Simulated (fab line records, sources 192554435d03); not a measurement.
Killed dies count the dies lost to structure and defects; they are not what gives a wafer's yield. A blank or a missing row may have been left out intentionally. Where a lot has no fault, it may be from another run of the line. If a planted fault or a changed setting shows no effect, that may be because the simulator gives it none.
Chamber matching    flow n5_finfet    3 sister chambers for N5_BEOL_M11_CURE_72 on uv_cure-01
The step cures SiCOH lowk, time 120 s. 20 wafers are shown with their chamber, then 10 later ones without.

## WAFERS WITH THEIR CHAMBER
wafer   chamber  wafer_temp_C_max  lamp_power_pct (%)
L076.4  1        372.0             52.37
L076.5  1        371.3             52.25
L076.6  1        371.6             52.24
L078.4  0        370.9             52.35
L078.5  0        371.7             52.34
L078.6  0        371.5             52.33
L083.3  2        371.0             52.31
L083.4  2        370.6             52.21
L083.5  2        370.9             52.25
L086.1  2        371.2             52.32
L086.2  2        371.0             52.32
L086.3  2        371.3             52.21
L087.1  1        371.2             52.31
L087.2  1        371.4             52.36
L087.4  1        371.5             52.29
L088.1  0        371.9             52.36
L088.3  0        372.0             52.29
L088.5  0        372.0             52.28
L090.1  0        371.2             52.26
L090.2  0        371.3             52.27

SIGNATURES (means of the wafers above)
reading           chamber 0  chamber 1  chamber 2  scatter within a chamber
wafer_temp_C_max  371.562    371.500    371.000    0.331
lamp_power_pct    52.3100    52.3033    52.2700    0.0483
Rule: a wafer's distance from a chamber is the root of the sum, over the readings, of the square of ((its reading less the chamber's mean) divided by the reading's scatter). The wafer belongs to the nearest chamber; if the next one is less than 2 further off, it can't be placed. The scatter: the root of (the sum of the squares of (reading less its chamber's mean) over the shown wafers, divided by (wafers less chambers)).

## WAFERS WHOSE CHAMBER IS MISSING
wafer   wafer_temp_C_max  lamp_power_pct (%)
L090.6  371.2             52.33
L091.2  370.7             52.50
L091.3  371.1             52.32
L091.4  370.7             52.30
L092.2  371.6             52.32
L092.4  370.9             52.26
L092.6  371.2             52.33
L094.2  371.2             52.34
L094.3  370.8             52.36
L094.5  371.1             52.23

## EACH ONE'S CHAMBER
wafer   from the rows above           in truth
L090.6  can't be placed: 1 or 0 or 2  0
L091.2  can't be placed: 0 or 1 or 2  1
L091.3  can't be placed: 2 or 1 or 0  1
L091.4  can't be placed: 2 or 1 or 0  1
L092.2  can't be placed: 0 or 1 or 2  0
L092.4  can't be placed: 2 or 1 or 0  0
L092.6  can't be placed: 1 or 0 or 2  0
L094.2  can't be placed: 1 or 0 or 2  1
L094.3  can't be placed: 2 or 1 or 0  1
L094.5  can't be placed: 2 or 1 or 0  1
Correctly placed: 0 of 10. These rows do not allow placing 10 (true chamber among the candidates in 10). 0 placed wrongly.
